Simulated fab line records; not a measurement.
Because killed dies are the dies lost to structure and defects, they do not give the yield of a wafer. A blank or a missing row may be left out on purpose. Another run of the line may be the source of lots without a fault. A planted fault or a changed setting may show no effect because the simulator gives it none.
Which tool is to blame? ; flow n5-finfet ; 28 wafers from 10 lots sampled at 6 of the route's 1938 steps

## WHAT THE GAUGES SHOWED, per wafer
N5_BEOL_M4_RC_MEAS_101.
lot;measured;on;DIBL_N (mV/V);DIBL_P (mV/V);IOFF_N (nA/um);IOFF_P (nA/um);ION_N (uA/um);ION_P (uA/um);SS_N (mV/dec);SS_P (mV/dec);VT_N (mV);VT_P (mV)
L828;day 7 23:32;prober-01;36.4 34.3 34.3;33.6 31.7 31.1;0.14 0.12 0.12;0.17 0.16 0.14;661 666 654;450 458 450;71.7 71.3 71.8;72.8 72.0 72.2;251 249 251;-255 -254 -253
L829;day 8 01:12;prober-02;35.0 34.3 33.8;34.9 32.9 33.2;0.13 0.11 0.13;0.22 0.16 0.18;644 654 670;451 455 464;71.5 70.7 70.5;73.5 72.8 73.0;255 255 250;-250 -253 -250
L832;day 8 21:22;prober-01;38.5 35.3 37.7;39.0 35.3 37.4;0.20 0.14 0.18;0.28 0.23 0.25;687 662 690;476 462 473;72.4 70.6 71.3;73.7 73.4 72.9;247 249 246;-245 -245 -245
L833;day 9 08:58;prober-02;35.2 34.7 38.8;36.0 34.5 40.0;0.16 0.15 0.24;0.22 0.19 0.31;676 674 690;464 457 474;71.9 71.3 73.3;74.0 73.0 75.5;249 250 243;-249 -249 -246
L834;day 9 22:13;prober-01;39.0 38.5;40.5 40.0;0.18 0.18;0.25 0.24;696 694;479 477;71.5 71.4;73.8 74.2;250 250;-249 -247
L838;day 10 14:29;prober-02;35.6 35.6 33.2;36.8 36.7 34.3;0.15 0.15 0.12;0.21 0.20 0.18;663 690 657;463 473 454;71.8 71.2 70.3;73.6 73.7 73.6;252 251 255;-248 -251 -251
L840;day 11 16:40;prober-02;35.9 41.9 36.9;35.5 41.5 35.8;0.14 0.26 0.15;0.19 0.29 0.19;686 690 685;468 470 461;71.3 73.5 71.1;72.7 74.6 73.0;249 243 253;-251 -248 -253
L841;day 11 16:50;prober-01;38.2 35.4 34.8;38.9 36.4 36.2;0.18 0.13 0.15;0.21 0.17 0.19;669 667 698;458 461 475;71.9 71.2 70.6;74.2 73.1 73.2;249 253 248;-252 -256 -252
L843;day 12 08:26;prober-02;36.4 36.7 33.9;37.1 37.5 33.5;0.15 0.15 0.12;0.20 0.21 0.16;681 680 657;471 474 453;71.8 71.8 70.7;73.2 73.5 72.0;253 252 254;-250 -250 -253
L845;day 12 21:07;prober-02;35.0 40.5;32.9 40.7;0.14 0.26;0.19 0.32;659 702;457 479;71.0 73.5;71.6 74.1;251 244;-249 -242

## WHAT TOOL EACH LOT RAN ON (gives the tool, then ch and the chambers of the sampled wafers, and finally the start)
lot;N5_BEOL_M2_PECVD_72;N5_BEOL_M2_SPUTTER_90;N5_BEOL_M2_ANNEAL_51;N5_BEOL_M2_CMP_52;N5_BEOL_M2_PRE_CLEAN_60
L828;pecvd-03 ch 0,1,2, day 6 14:19;pvd-sputter-01, day 7 01:14;rtp-anneal-02 ch 0, day 7 02:16;cmp-01 ch 1,2, day 7 02:44;cvd-co-02 ch 0,1, day 7 03:01
L829;pecvd-04 ch 0,1,2, day 6 17:24;pvd-sputter-01, day 7 03:37;rtp-anneal-02 ch 0, day 7 04:29;cmp-04 ch 0,2,3, day 7 04:46;cvd-co-02 ch 0,1,2, day 7 05:06
L832;pecvd-04 ch 1,2, day 7 14:09;pvd-sputter-02, day 7 18:38;rtp-anneal-02 ch 0, day 7 19:44;cmp-01 ch 0,1,3, day 7 20:00;cvd-co-02 ch 0,1,2, day 7 20:25
L833;pecvd-03 ch 1,2, day 8 01:22;pvd-sputter-03, day 8 13:22;rtp-anneal-01 ch 0, day 8 14:16;cmp-01 ch 0,1,3, day 8 15:01;cvd-co-02 ch 1,2, day 8 15:34
L834;pecvd-04 ch 1,2, day 8 05:09;pvd-sputter-01, day 8 19:15;rtp-anneal-02 ch 0, day 8 20:06;cmp-03 ch 1,2, day 8 20:26;cvd-co-01 ch 0,1, day 8 20:44
L838;pecvd-03 ch 0,2, day 9 02:38;pvd-sputter-03, day 9 09:33;rtp-anneal-01 ch 0, day 9 15:53;cmp-04 ch 0,1, day 9 16:11;cvd-co-01 ch 0,2, day 9 16:31
L840;pecvd-01 ch 0,1, day 9 20:22;pvd-sputter-02, day 10 04:26;rtp-anneal-02 ch 0, day 10 05:23;cmp-03 ch 0,3, day 10 05:38;cvd-co-01 ch 0,2, day 10 05:58
L841;pecvd-01 ch 0,1,2, day 10 02:27;pvd-sputter-01, day 10 18:43;rtp-anneal-02 ch 0, day 10 19:35;cmp-03 ch 0,1, day 10 19:53;cvd-co-02 ch 0,1,2, day 10 20:13
L843;pecvd-04 ch 0,1,2, day 10 09:08;pvd-sputter-03, day 11 09:07;rtp-anneal-01 ch 0, day 11 10:22;cmp-03 ch 0,3, day 11 10:34;cvd-co-02 ch 0,1,2, day 11 10:53
L845;pecvd-04 ch 0, day 11 07:28;pvd-sputter-03, day 11 12:23;rtp-anneal-01 ch 0, day 11 13:17;cmp-01 ch 2,3, day 11 13:42;cvd-co-01 ch 2, day 11 13:55
- N5_BEOL_M2_PECVD_72: deposits SiO2 from TEOS/O2, target thk 16 nm, time 18 s.
- N5_BEOL_M2_SPUTTER_90: material Cu, target thk 4.5 nm, time 8.29 s.
- N5_BEOL_M2_ANNEAL_51: time 90 s.
- N5_BEOL_M2_CMP_52: polishes, stops on SiOC, t overpolish 6.8 s, target thk 40 nm.
- N5_BEOL_M2_PRE_CLEAN_60: time 15 s.

## WHAT THE TOOLS THEMSELVES READ (means of the sampled wafers that have a number; where no wafer has one, the mark that the record gives instead)
N5_BEOL_M2_PECVD_72.
lot;tool;heater-power-w (W);showerhead-plenum-p-Torr (Torr);throttle-valve-pct (%)
L828;pecvd-03;732;8.86;21.9
L829;pecvd-04;687;8.73;20.8
L832;pecvd-04;682;8.73;20.8
L833;pecvd-03;635;8.85;22.2
L834;pecvd-04;793;8.73;20.6
L838;pecvd-03;641;8.90;22.4
L840;pecvd-01;685;8.85;21.8
L841;pecvd-01;683;8.80;21.8
L843;pecvd-04;682;8.72;21.0
L845;pecvd-04;665;8.73;21.4

N5_BEOL_M2_SPUTTER_90.
lot;tool;throttle-valve-pct (%)
L828;pvd-sputter-01;29.2
L829;pvd-sputter-01;28.9
L832;pvd-sputter-02;30.3
L833;pvd-sputter-03;28.9
L834;pvd-sputter-01;29.1
L838;pvd-sputter-03;28.8
L840;pvd-sputter-02;29.6
L841;pvd-sputter-01;29.5
L843;pvd-sputter-03;29.0
L845;pvd-sputter-03;28.9

N5_BEOL_M2_ANNEAL_51.
lot;tool;wafer_temp_C_max
L828;rtp-anneal-02;227.0
L829;rtp-anneal-02;227.0
L832;rtp-anneal-02;226.9
L833;rtp-anneal-01;225.8
L834;rtp-anneal-02;227.2
L838;rtp-anneal-01;226.3
L840;rtp-anneal-02;226.8
L841;rtp-anneal-02;226.8
L843;rtp-anneal-01;226.3
L845;rtp-anneal-01;226.1

N5_BEOL_M2_CMP_52.
lot;tool;barrier-field-endpoint-s (s);motor-current-A (A);retaining-ring-pressure-frac;slurry-filter-dp-kPa (kPa);slurry-flow-ml-min
L828;cmp-01;23.9;6.7;1.006;13.53;149.7
L829;cmp-04;24.6;5.7;0.996;13.49;149.9
L832;cmp-01;23.7;7.0;1.000;13.53;150.7
L833;cmp-01;24.1;6.9;0.999;13.54;150.1
L834;cmp-03;25.1;6.2;0.999;13.43;150.1
L838;cmp-04;26.0;5.7;0.998;13.48;149.9
L840;cmp-03;25.6;5.2;1.002;13.49;149.4
L841;cmp-03;25.3;6.1;1.000;13.46;149.5
L843;cmp-03;16.8;5.5;1.001;13.50;149.7
L845;cmp-01;19.1;7.4;0.998;13.46;150.1

N5_BEOL_M2_PRE_CLEAN_60.
lot;tool;heater-power-w (W)
L828;cvd-co-02;101
L829;cvd-co-02;87
L832;cvd-co-02;86
L833;cvd-co-02;75
L834;cvd-co-01;78
L838;cvd-co-01;126
L840;cvd-co-01;110
L841;cvd-co-02;89
L843;cvd-co-02;88
L845;cvd-co-01;146

## THE ANSWER, worked out from the rows above alone
Rule: the lots themselves supply what counts as usual. The widest of any qualifying gaps counts: lots, ordered by their means at a reading, are off when they make up no more than a third of the lots, leave a main group of 4 or more, and stand apart from it by 3 or more times the standard deviation of that group's means. A main group is skipped when, at the precision printed for the reading in the tables above, its means are all equal. A lot without any number at a reading at which 4 lots or more have one is off too. Any other lot the step has rows for is counted as sound. After the gauges, taken in route order, come the tools' own readings; for these a lot's mean is taken, as printed above. At the first step where some lot is off, the reading lying furthest off is the one used; lots without a number count as furthest.
Off at N5_BEOL_M2_CMP_52 (barrier-field-endpoint-s): L843, L845. Mean 24.8 s and standard deviation 0.79 in the main group.
A tool fits if, at that step or a process step before it, it ran every lot that is off, and no sound lot after the first of them. Can't be told from this: 3 tools fit, pecvd-04 at N5_BEOL_M2_PECVD_72, pvd-sputter-03 at N5_BEOL_M2_SPUTTER_90, rtp-anneal-01 at N5_BEOL_M2_ANNEAL_51.

## WHAT THE SIMULATOR HAD INSERTED
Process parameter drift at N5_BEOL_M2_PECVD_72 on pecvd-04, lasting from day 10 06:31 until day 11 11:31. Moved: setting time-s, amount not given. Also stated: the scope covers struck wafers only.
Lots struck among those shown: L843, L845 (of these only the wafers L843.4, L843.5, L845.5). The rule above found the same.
